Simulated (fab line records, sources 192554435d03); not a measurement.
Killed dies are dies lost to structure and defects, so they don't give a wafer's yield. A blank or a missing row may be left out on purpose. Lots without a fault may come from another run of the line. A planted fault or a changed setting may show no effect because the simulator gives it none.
Which tool did it? | flow n5_finfet | 10 lots, 30 wafers sampled, at 5 steps of a route of 1938

WHAT THE GAUGES READ, wafer by wafer
N5_SDB_OVL_MEAS_12. Usual: SDB_OVL 0.6 nm, standard deviation 0.78.
lot  | measured    | on         | SDB_OVL (nm)  | flag
L331 | day 3 18:29 | overlay-02 | -0.5 0.2 -0.6 |
L334 | day 4 12:44 | overlay-01 | -0.5 0.2 -1.1 |
L338 | day 5 15:08 | overlay-02 | -0.3 -1.2 0.4 |
L344 | day 7 06:25 | overlay-02 | 0.7 -0.6 1.2  |
L346 | day 7 12:30 | overlay-02 | 0.4 2.4 1.3   |
L347 | day 7 16:52 | overlay-01 | 1.0 0.6 0.3   |
L349 | day 8 03:14 | overlay-02 | 0.6 0.3 -0.2  |
L350 | day 8 12:10 | overlay-01 | 1.8 1.5 0.8   |
L351 | day 8 19:19 | overlay-02 | 0.3 0.8 0.9   |
L354 | day 9 13:23 | overlay-02 | -0.3 -0.8 1.5 |

N5_SDB_THK_MEAS_31. Usual: SDB_THK 63.9 nm, standard deviation 0.99.
lot  | measured    | on            | SDB_THK (nm)   | flag
L331 | day 3 22:47 | film_metro-02 | 64.2 64.7 63.9 |
L334 | day 4 16:41 | film_metro-02 | 63.6 62.6 63.0 |
L338 | day 5 19:07 | film_metro-02 | 64.9 65.3 65.9 |
L344 | day 7 10:51 | film_metro-02 | 64.8 64.0 64.8 |
L346 | day 7 16:27 | film_metro-02 | 63.9 63.7 63.2 |
L347 | day 7 21:24 | film_metro-01 | 62.8 62.1 64.2 |
L349 | day 8 07:17 | film_metro-02 | 64.5 63.9 64.3 |
L350 | day 8 16:05 | film_metro-02 | 63.7 63.3 63.2 |
L351 | day 9 00:30 | film_metro-01 | 63.9 63.1 63.6 |
L354 | day 9 18:02 | film_metro-02 | 65.1 63.4 65.1 |

N5_DUMMY_REMOVAL_INSPECT_06: inspects for defects (brightfield). Usual: raw_defect_count 13, standard deviation 6.7.
lot  | measured    | on                | raw_defect_count | flag
L331 | day 3 23:06 | defect_inspect-01 | 9 9 19           |
L334 | day 4 16:56 | defect_inspect-01 | 15 7 6           |
L338 | day 5 19:23 | defect_inspect-02 | 7 7 8            |
L344 | day 7 11:10 | defect_inspect-02 | 21 14 16         |
L346 | day 7 16:49 | defect_inspect-02 | 14 6 7           |
L347 | day 7 21:42 | defect_inspect-01 | 27 19 9          |
L349 | day 8 07:35 | defect_inspect-01 | 19 16 20         |
L350 | day 8 16:22 | defect_inspect-01 | 8 14 9           |
L351 | day 9 00:52 | defect_inspect-02 | 9 7 9            |
L354 | day 9 18:19 | defect_inspect-02 | 20 15 16         |

N5_BEOL_M4_RC_MEAS_101. Usual: DIBL_N 35.8 mV/V, standard deviation 1.8; DIBL_P 35.9 mV/V, standard deviation 2.2; IOFF_N 0.16 nA/um, standard deviation 0.035; IOFF_P 0.21 nA/um, standard deviation 0.04; ION_N 672 uA/um, standard deviation 11; ION_P 461 uA/um, standard deviation 7.4; SS_N 71.4 mV/dec, standard deviation 0.64; SS_P 73.2 mV/dec, standard deviation 0.67; VT_N 250 mV, standard deviation 3.5; VT_P -251 mV, standard deviation 3.4.
lot  | measured     | on        | DIBL_N (mV/V)  | DIBL_P (mV/V)  | IOFF_N (nA/um) | IOFF_P (nA/um) | ION_N (uA/um) | ION_P (uA/um) | SS_N (mV/dec)  | SS_P (mV/dec)  | VT_N (mV)   | VT_P (mV)      | flag
L331 | day 7 19:40  | prober-02 | 35.0 35.8 35.0 | 34.4 36.3 35.2 | 0.15 0.17 0.15 | 0.16 0.19 0.17 | 664 691 671   | 450 467 459   | 71.5 72.1 72.0 | 73.0 73.8 72.7 | 250 248 248 | -254 -252 -252 |
L334 | day 8 15:26  | prober-02 | 36.6 32.9 34.7 | 36.8 32.4 33.6 | 0.18 0.12 0.14 | 0.25 0.18 0.18 | 683 659 665   | 471 458 454   | 72.0 70.8 71.4 | 73.6 72.4 72.8 | 245 255 249 | -246 -251 -250 |
L338 | day 9 17:13  | prober-01 | 36.0 39.2 38.9 | 35.7 39.2 39.0 | 0.15 0.21 0.20 | 0.20 0.27 0.25 | 665 683 676   | 462 468 470   | 71.5 72.0 72.2 | 72.8 74.2 73.1 | 254 251 248 | -250 -248 -250 |
L344 | day 11 16:23 | prober-02 | 35.2 37.3 37.5 | 34.5 37.3 38.5 | 0.14 0.16 0.18 | 0.18 0.22 0.25 | 667 684 682   | 459 467 465   | 70.5 71.4 71.2 | 72.1 72.6 73.1 | 252 250 246 | -250 -250 -249 |
L346 | day 12 13:22 | prober-02 | 37.4 39.5 34.0 | 36.8 40.4 33.2 | 0.21 0.25 0.13 | 0.27 0.34 0.20 | 697 702 667   | 478 486 462   | 71.8 72.1 70.4 | 73.6 73.8 72.5 | 245 242 252 | -244 -243 -247 |
L347 | day 12 01:48 | prober-02 | 31.7 34.5 33.8 | 31.2 35.6 34.5 | 0.09 0.13 0.12 | 0.13 0.19 0.18 | 654 667 667   | 456 461 469   | 70.2 70.7 70.6 | 71.9 73.1 72.2 | 258 251 251 | -256 -251 -251 |
L349 | day 12 16:39 | prober-01 | 37.3 37.0 32.9 | 36.3 35.8 31.6 | 0.18 0.16 0.11 | 0.21 0.20 0.15 | 672 682 661   | 458 464 456   | 72.0 70.6 70.9 | 73.2 73.4 72.5 | 248 249 252 | -251 -251 -256 |
L350 | day 12 20:54 | prober-01 | 37.0 37.4 36.3 | 36.5 37.5 36.1 | 0.16 0.17 0.17 | 0.22 0.26 0.22 | 673 670 671   | 455 462 463   | 71.6 71.8 71.5 | 73.1 74.1 73.4 | 251 248 250 | -249 -245 -247 |
L351 | day 12 18:34 | prober-02 | 35.1 36.7 34.3 | 36.4 38.3 35.3 | 0.15 0.19 0.14 | 0.23 0.26 0.21 | 668 679 669   | 461 472 466   | 71.7 72.2 71.8 | 73.3 72.9 72.9 | 248 246 252 | -248 -245 -248 |
L354 | day 13 23:44 | prober-02 | 34.4 35.2 32.4 | 33.0 34.1 30.8 | 0.11 0.12 0.09 | 0.17 0.18 0.14 | 659 658 653   | 459 459 453   | 70.6 71.7 70.3 | 72.5 72.9 71.6 | 255 255 257 | -251 -253 -255 |

WHICH TOOL RAN EACH LOT (tool, then ch and the chambers of the sampled wafers, then the start)
lot  | N5_SDB_ALD_29
L331 | ald_sin-02 ch 0,1,2, day 3 19:46
L334 | ald_sin-03 ch 1,2,3, day 4 13:40
L338 | ald_sin-03 ch 1,3, day 5 16:05
L344 | ald_sin-03 ch 0,2,3, day 7 07:49
L346 | ald_sin-02 ch 0,3, day 7 13:25
L347 | ald_sin-02 ch 1,2,3, day 7 18:16
L349 | ald_sin-02 ch 0,1,3, day 8 04:16
L350 | ald_sin-04 ch 0,1,3, day 8 13:04
L351 | ald_sin-04 ch 1,3, day 8 21:26
L354 | ald_sin-02 ch 1,2,3, day 9 15:01
- N5_SDB_ALD_29: deposits SiNx, target thk 30 nm, pulse time 1 s, ald cycles 600.

WHAT THE TOOLS THEMSELVES READ (means of the sampled wafers that have a number; where no wafer has one, the mark that the record gives instead)
N5_SDB_ALD_29. Usual: heater_power_w 876 W, standard deviation 110; precursor_pulse_height_rel 1.001, standard deviation 0.021.
lot  | tool       | heater_power_w (W) | precursor_pulse_height_rel | flag
L331 | ald_sin-02 | 938                | 0.989                      |
L334 | ald_sin-03 | 874                | 1.007                      |
L338 | ald_sin-03 | 928                | 1.005                      |
L344 | ald_sin-03 | 888                | 1.015                      |
L346 | ald_sin-02 | 978                | 1.017                      |
L347 | ald_sin-02 | 886                | 0.992                      |
L349 | ald_sin-02 | 988                | 0.984                      |
L350 | ald_sin-04 | 805                | 1.001                      |
L351 | ald_sin-04 | 747                | 1.021                      |
L354 | ald_sin-02 | 894                | 1.003                      |

THE ANSWER, worked out from the rows above alone
Rule: a lot is off if the mean of its wafers that have a number lies more than 3 standard deviations from the usual mean. A lot without any number at a reading at which 4 lots or more have one is off too. The other lots that the step has rows for count as sound. The gauges are gone through in route order, then the tools' own readings, and for those a lot's mean is taken as printed above. The first step at which some lot is off is used, and at that step the reading that is off furthest; a lot without a number counts as furthest.
No lot is off at any reading shown: from this, nothing can be told.

WHAT THE SIMULATOR HAD PUT IN
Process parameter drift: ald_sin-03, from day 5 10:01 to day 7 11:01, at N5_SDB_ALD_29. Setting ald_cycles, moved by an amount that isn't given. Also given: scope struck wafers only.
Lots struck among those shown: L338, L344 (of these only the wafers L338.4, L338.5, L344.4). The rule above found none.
